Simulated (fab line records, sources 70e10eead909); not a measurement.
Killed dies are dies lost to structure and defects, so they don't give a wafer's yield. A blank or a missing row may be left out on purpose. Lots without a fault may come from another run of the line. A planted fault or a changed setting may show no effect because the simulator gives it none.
Tool commonality check | flow nand_harc | 11 lots, 33 wafers sampled

WHY IT WAS OPENED
At NHARC_A_CHANNEL_HOLE_D2_INSPECT_40 the reading raw_defect_count is flagged on 2 of 11 lots. Wafers without a fault read 299, standard deviation 80.
Rule: a lot is flagged when every wafer of it that has a number lies more than 4 standard deviations from that mean, or none has a number. The other lots count as sound.

lot  | measured     | on                | raw_defect_count, wafer by wafer | flag
L664 | day 13 17:02 | defect_inspect-02 | 210 277 199                      |
L665 | day 14 13:43 | defect_inspect-01 | 405 276 265                      |
L669 | day 16 09:43 | defect_inspect-02 | 1686 1515 1488                   | FLAGGED
L670 | day 16 17:49 | defect_inspect-02 | 1570 1683 1559                   | FLAGGED
L677 | day 19 04:13 | defect_inspect-02 | 394 325 355                      |
L678 | day 19 20:02 | defect_inspect-01 | 145 137 210                      |
L680 | day 20 10:34 | defect_inspect-01 | 368 250 289                      |
L682 | day 21 13:51 | defect_inspect-01 | 341 294 410                      |
L683 | day 21 14:44 | defect_inspect-02 | 284 250 350                      |
L684 | day 22 23:19 | defect_inspect-02 | 153 276 299                      |
L686 | day 23 08:14 | defect_inspect-02 | 343 263 483                      |
The numbers of the flagged lots are 1584 on average: +1284 against the usual, or +16 standard deviations.

WHICH TOOL RAN EACH LOT
The record holds 4 process steps before the reading, out of a route of 1302 steps. In each cell: the tool, then ch and the chambers that the sampled wafers went through, then the start.
lot  | flag    | NHARC_A_CHANNEL_HOLE_D2_DESCUM_15  | NHARC_A_CHANNEL_HOLE_D2_ETCH_16               | NHARC_A_CHANNEL_HOLE_D2_ETCH_22  | NHARC_A_CHANNEL_HOLE_D2_ETCH_23
L664 |         | rie_diel-09 ch 0,1,3, day 13 08:44 | rie_diel-09 ch 1,2,3, day 13 12:17 or earlier | har_etch-02 ch 0,1, day 13 12:17 | har_etch-02 ch 0,1, day 13 12:52
L665 |         | rie_diel-09 ch 1,2,3, day 14 06:05 | rie_diel-09 ch 0,1,3, day 14 08:14 or earlier | har_etch-02 ch 0,1, day 14 08:14 | har_etch-02 ch 0,1, day 14 08:49
L669 | FLAGGED | rie_diel-09 ch 1,3, day 16 02:50   | rie_diel-09 ch 1,2,3, day 16 04:59 or earlier | har_etch-02 ch 1, day 16 04:59   | har_etch-02 ch 1, day 16 05:34
L670 | FLAGGED | rie_diel-06 ch 1,3, day 16 09:22   | rie_diel-06 ch 1,3, day 16 12:55 or earlier   | har_etch-02 ch 0,1, day 16 12:55 | har_etch-02 ch 0,1, day 16 13:30
L677 |         | rie_diel-09 ch 1,2, day 18 21:02   | rie_diel-09 ch 1,2, day 18 23:23 or earlier   | har_etch-01 ch 0,1, day 18 23:23 | har_etch-01 ch 0,1, day 18 23:58
L678 |         | rie_diel-02 ch 0,1,2, day 19 13:11 | rie_diel-02 ch 0,3, day 19 15:12 or earlier   | har_etch-02 ch 1, day 19 15:12   | har_etch-02 ch 1, day 19 15:46
L680 |         | rie_diel-02 ch 1,2,3, day 20 03:32 | rie_diel-02 ch 2,3, day 20 05:40 or earlier   | har_etch-02 ch 0,1, day 20 05:40 | har_etch-02 ch 0,1, day 20 06:16
L682 |         | rie_diel-02 ch 0,1,2, day 21 06:57 | rie_diel-02 ch 0,1,3, day 21 09:00 or earlier | har_etch-02 ch 0,1, day 21 09:00 | har_etch-02 ch 0,1, day 21 09:34
L683 |         | rie_diel-09 ch 0,1,3, day 21 07:52 | rie_diel-09 ch 0,3, day 21 10:05 or earlier   | har_etch-01 ch 0,1, day 21 10:05 | har_etch-01 ch 0,1, day 21 10:41
L684 |         | rie_diel-02 ch 0,1,2, day 22 13:26 | rie_diel-02 ch 0,1,3, day 22 18:29 or earlier | har_etch-02 ch 0,1, day 22 18:29 | har_etch-02 ch 0,1, day 22 19:04
L686 |         | rie_diel-09 ch 0,1,2, day 23 00:50 | rie_diel-09 ch 2,3, day 23 03:35 or earlier   | har_etch-02 ch 0,1, day 23 03:35 | har_etch-02 ch 0,1, day 23 04:11
What these steps do:
- NHARC_A_CHANNEL_HOLE_D2_DESCUM_15: chemistry O2, time 3 s.
- NHARC_A_CHANNEL_HOLE_D2_ETCH_16: etches the open film in O2/COS, target depth 3100 nm, time 806 s.
- NHARC_A_CHANNEL_HOLE_D2_ETCH_22: etches the open film in C4F8/O2/Ar, time 666.7 s, target depth 1600 nm.
- NHARC_A_CHANNEL_HOLE_D2_ETCH_23: etches the open film in C4F8/O2/Ar, time 819 s, target depth 1600 nm.
- NHARC_A_CHANNEL_HOLE_D2_INSPECT_40

FLAGGED OVER TOTAL, TOOL BY TOOL (the gauges that took the reading come last)
step                               | tool              | lots run | flagged | share of the flagged lots | sound lots run after its first flagged lot
NHARC_A_CHANNEL_HOLE_D2_DESCUM_15  | rie_diel-02       | 4        | 0       | none                      | -
NHARC_A_CHANNEL_HOLE_D2_DESCUM_15  | rie_diel-06       | 1        | 1       | some                      | 0
NHARC_A_CHANNEL_HOLE_D2_DESCUM_15  | rie_diel-09       | 6        | 1       | some                      | 3 (L677,L683,L686)
NHARC_A_CHANNEL_HOLE_D2_ETCH_16    | rie_diel-02       | 4        | 0       | none                      | -
NHARC_A_CHANNEL_HOLE_D2_ETCH_16    | rie_diel-06       | 1        | 1       | some                      | 0
NHARC_A_CHANNEL_HOLE_D2_ETCH_16    | rie_diel-09       | 6        | 1       | some                      | 3 (L677,L683,L686)
NHARC_A_CHANNEL_HOLE_D2_ETCH_22    | har_etch-01       | 2        | 0       | none                      | -
NHARC_A_CHANNEL_HOLE_D2_ETCH_22    | har_etch-02       | 9        | 2       | all                       | 5 (L678,L680,L682,L684,L686)
NHARC_A_CHANNEL_HOLE_D2_ETCH_23    | har_etch-01       | 2        | 0       | none                      | -
NHARC_A_CHANNEL_HOLE_D2_ETCH_23    | har_etch-02       | 9        | 2       | all                       | 5 (L678,L680,L682,L684,L686)
NHARC_A_CHANNEL_HOLE_D2_INSPECT_40 | defect_inspect-01 | 4        | 0       | none                      | -
NHARC_A_CHANNEL_HOLE_D2_INSPECT_40 | defect_inspect-02 | 7        | 2       | all                       | 4 (L677,L683,L684,L686)
NHARC_A_CHANNEL_HOLE_D2_ETCH_16 gives no start for some lots, so the hours and the order of its lots are those of NHARC_A_CHANNEL_HOLE_D2_ETCH_22.

WHAT THE TABLE ALLOWS
3 rows of the table ran every flagged lot: har_etch-02 at NHARC_A_CHANNEL_HOLE_D2_ETCH_22, har_etch-02 at NHARC_A_CHANNEL_HOLE_D2_ETCH_23, defect_inspect-02 at NHARC_A_CHANNEL_HOLE_D2_INSPECT_40.
- har_etch-02 at NHARC_A_CHANNEL_HOLE_D2_ETCH_22: 2 of its 9 lots flagged. Sound lots ran on it after the first flagged one (L678, L680, L682, L684, L686), which a lasting fault on the whole tool wouldn't allow.
- har_etch-02 at NHARC_A_CHANNEL_HOLE_D2_ETCH_23: 2 of its 9 lots flagged. Sound lots ran on it after the first flagged one (L678, L680, L682, L684, L686), which a lasting fault on the whole tool wouldn't allow.
- defect_inspect-02 at NHARC_A_CHANNEL_HOLE_D2_INSPECT_40: 2 of its 7 lots flagged. Sound lots ran on it after the first flagged one (L677, L683, L684, L686), which a lasting fault on the whole tool wouldn't allow.
No row of the table ran every flagged lot and no sound lot after the first.

WHAT THE SIMULATOR HAD PUT IN
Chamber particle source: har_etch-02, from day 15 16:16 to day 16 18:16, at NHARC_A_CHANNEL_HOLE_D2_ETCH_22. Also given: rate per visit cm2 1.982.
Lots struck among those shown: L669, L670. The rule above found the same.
